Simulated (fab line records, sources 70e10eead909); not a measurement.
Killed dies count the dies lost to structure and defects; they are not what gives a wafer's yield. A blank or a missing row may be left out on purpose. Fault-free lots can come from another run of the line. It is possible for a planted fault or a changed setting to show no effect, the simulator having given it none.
Matching of chambers    flow nand harc    rie si-02 running NHARC_A_CHANNEL_FILL_D2_ETCHBACK_19: 4 sister chambers
The step etches the open film in HBr/Cl2, target depth 5 nm, time 1.7 s. 8 wafers are shown with their chamber, then 8 later ones without.

WAFERS PAIRED WITH THEIR CHAMBERS
wafer   chamber  oes product au (a.u.)  throttle valve pct (%)
L074.3  0        1.024                  26.406
L075.3  0        1.009                  26.407
L079.1  3        1.002                  26.399
L079.5  2        0.995                  26.402
L089.2  2        0.996                  26.414
L089.4  1        1.013                  26.410
L089.6  3        1.003                  26.406
L090.1  1        1.014                  26.412

WAFERS WITHOUT THEIR CHAMBER
wafer   oes product au (a.u.)  throttle valve pct (%)
L090.2  1.010                  26.394
L090.3  1.012                  26.406
L093.4  1.005                  26.413
L093.5  1.009                  26.408
L093.6  1.003                  26.428
L095.1  1.015                  26.414
L095.2  1.022                  26.412
L095.6  1.005                  26.396

WHICH CHAMBER EACH WENT THROUGH
wafer   from the rows above                in truth
L090.2  can't be placed: 3 or 0 or 1 or 2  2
L090.3  can't be placed: 0 or 1 or 3       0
L093.4  can't be placed: 1 or 2 or 3 or 0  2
L093.5  can't be placed: 1 or 0 or 3 or 2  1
L093.6  can't be placed: 1 or 2 or 0 or 3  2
L095.1  can't be placed: 1 or 0            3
L095.2  can't be placed: 0 or 1            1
L095.6  can't be placed: 3 or 2 or 0       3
Correct placement for 0 of the 8. Can't be placed from these rows: 8 (the true chamber is among the candidates in 7). Placed wrongly: 0.
How it was worked out, from the rows above alone: a wafer's distance from a chamber is the root of the sum, over the readings, of the square of ((its reading less the chamber's mean) divided by the reading's scatter). If the next closest chamber is less than 2 further off than the closest, the wafer can't be placed; otherwise it belongs to the closest. For every chamber, the mean is computed from those of its wafers that are shown. The scatter is the square root of a quotient: the sum, over the shown wafers, of each reading's squared deviation from its chamber's mean, divided by wafers minus chambers.
